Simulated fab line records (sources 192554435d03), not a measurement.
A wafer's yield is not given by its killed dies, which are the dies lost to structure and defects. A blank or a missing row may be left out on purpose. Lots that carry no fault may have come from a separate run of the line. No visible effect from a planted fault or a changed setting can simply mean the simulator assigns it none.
Matching of chambers || flow n5_finfet || N5_SDB_HM_DEP_00 on pecvd-04: 3 sister chambers
The step deposits SiNx from SiH4/NH3/N2, target thk 40 nm, time 35.3 s. 6 wafers are shown with their chamber, then 8 later ones without.

== EACH WAFER AND ITS CHAMBER ==
{"wafer": "L087.3", "chamber": 0, "throttle_valve_pct (%)": 41.8, "showerhead_plenum_p_Torr (Torr)": 5.07}
{"wafer": "L089.5", "chamber": 2, "throttle_valve_pct (%)": 38.1, "showerhead_plenum_p_Torr (Torr)": 5.15}
{"wafer": "L091.1", "chamber": 1, "throttle_valve_pct (%)": 41.8, "showerhead_plenum_p_Torr (Torr)": 5.11}
{"wafer": "L091.2", "chamber": 0, "throttle_valve_pct (%)": 42.3, "showerhead_plenum_p_Torr (Torr)": 5.07}
{"wafer": "L091.6", "chamber": 1, "throttle_valve_pct (%)": 41.5, "showerhead_plenum_p_Torr (Torr)": 5.10}
{"wafer": "L092.1", "chamber": 2, "throttle_valve_pct (%)": 38.5, "showerhead_plenum_p_Torr (Torr)": 5.15}

== WAFERS WHOSE CHAMBER IS MISSING ==
{"wafer": "L092.3", "throttle_valve_pct (%)": 41.9, "showerhead_plenum_p_Torr (Torr)": 5.07}
{"wafer": "L092.4", "throttle_valve_pct (%)": 41.9, "showerhead_plenum_p_Torr (Torr)": 5.06}
{"wafer": "L093.2", "throttle_valve_pct (%)": 41.8, "showerhead_plenum_p_Torr (Torr)": 5.10}
{"wafer": "L093.4", "throttle_valve_pct (%)": 41.6, "showerhead_plenum_p_Torr (Torr)": 5.11}
{"wafer": "L093.5", "throttle_valve_pct (%)": 38.6, "showerhead_plenum_p_Torr (Torr)": 5.14}
{"wafer": "L094.1", "throttle_valve_pct (%)": 38.3, "showerhead_plenum_p_Torr (Torr)": 5.15}
{"wafer": "L094.2", "throttle_valve_pct (%)": 41.6, "showerhead_plenum_p_Torr (Torr)": 5.11}
{"wafer": "L094.3", "throttle_valve_pct (%)": 41.7, "showerhead_plenum_p_Torr (Torr)": 5.06}

== THE CHAMBER EACH PASSED THROUGH ==
{"wafer": "L092.3", "from the rows above": 0, "in truth": 0}
{"wafer": "L092.4", "from the rows above": 0, "in truth": 0}
{"wafer": "L093.2", "from the rows above": 1, "in truth": 1}
{"wafer": "L093.4", "from the rows above": 1, "in truth": 1}
{"wafer": "L093.5", "from the rows above": 2, "in truth": 2}
{"wafer": "L094.1", "from the rows above": 2, "in truth": 2}
{"wafer": "L094.2", "from the rows above": 1, "in truth": 1}
{"wafer": "L094.3", "from the rows above": 0, "in truth": 0}
8 of 8 placed correctly. Left unplaced by these rows: 0. Placed wrongly: 0.
How it was worked out, from the rows above alone: a wafer's distance from a chamber is the root of the sum, over the readings, of the square of ((its reading less the chamber's mean) divided by the reading's scatter). The wafer belongs to the nearest chamber; if the next one is less than 2 further off, it can't be placed. The mean given for a chamber averages the wafers shown for that chamber. How the scatter is found: for the shown wafers, subtract from each reading the mean of its chamber, square and add these, divide the total by (wafers less chambers), then take the root.
